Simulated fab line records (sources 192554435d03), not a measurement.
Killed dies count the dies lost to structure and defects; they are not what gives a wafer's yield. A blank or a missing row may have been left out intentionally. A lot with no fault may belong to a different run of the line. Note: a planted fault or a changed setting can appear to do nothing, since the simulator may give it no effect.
Matching of chambers / flow n5Finfet / N5_BEOL_M1_PECVD_72 on pecvd-03 has 3 sister chambers
The step deposits SiO2 from TEOS/O2, target thk 16 nm, time 18 s. 3 wafers are shown with their chamber, then 9 later ones without.

## WAFERS WITH THEIR CHAMBER
wafer=L085.4; chamber=1; throttleValvePct (%)=23.8
wafer=L090.4; chamber=2; throttleValvePct (%)=20.7
wafer=L090.6; chamber=0; throttleValvePct (%)=23.5

## WAFERS WITHOUT THEIR CHAMBER
wafer=L093.1; throttleValvePct (%)=24.0
wafer=L093.2; throttleValvePct (%)=23.9
wafer=L093.5; throttleValvePct (%)=23.6
wafer=L092.2; throttleValvePct (%)=20.7
wafer=L092.4; throttleValvePct (%)=20.7
wafer=L092.6; throttleValvePct (%)=23.8
wafer=L094.1; throttleValvePct (%)=24.0
wafer=L094.2; throttleValvePct (%)=23.8
wafer=L094.6; throttleValvePct (%)=23.8

## THE CHAMBER EACH PASSED THROUGH
wafer=L093.1; from the rows above=1; in truth=1
wafer=L093.2; from the rows above=1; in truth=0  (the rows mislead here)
wafer=L093.5; from the rows above=can't be placed: 0 or 1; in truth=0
wafer=L092.2; from the rows above=2; in truth=2
wafer=L092.4; from the rows above=2; in truth=2
wafer=L092.6; from the rows above=1; in truth=1
wafer=L094.1; from the rows above=1; in truth=1
wafer=L094.2; from the rows above=1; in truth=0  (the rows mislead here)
wafer=L094.6; from the rows above=1; in truth=1
Placed correctly: 6 of 9. Not placeable from these rows: 1 (in 1, the candidates include the true chamber). 2 placed wrongly.
How it was worked out, from the rows above alone: a wafer's distance from a chamber is the root of the sum, over the readings, of the square of ((its reading less the chamber's mean) divided by the reading's scatter). If the next closest chamber is less than 2 further off than the closest, the wafer can't be placed; otherwise it belongs to the closest. For every chamber, the mean is computed from those of its wafers that are shown. The scatter: root of mean squared gap, hidden wafer to nearest shown wafer, with one shown wafer a chamber.
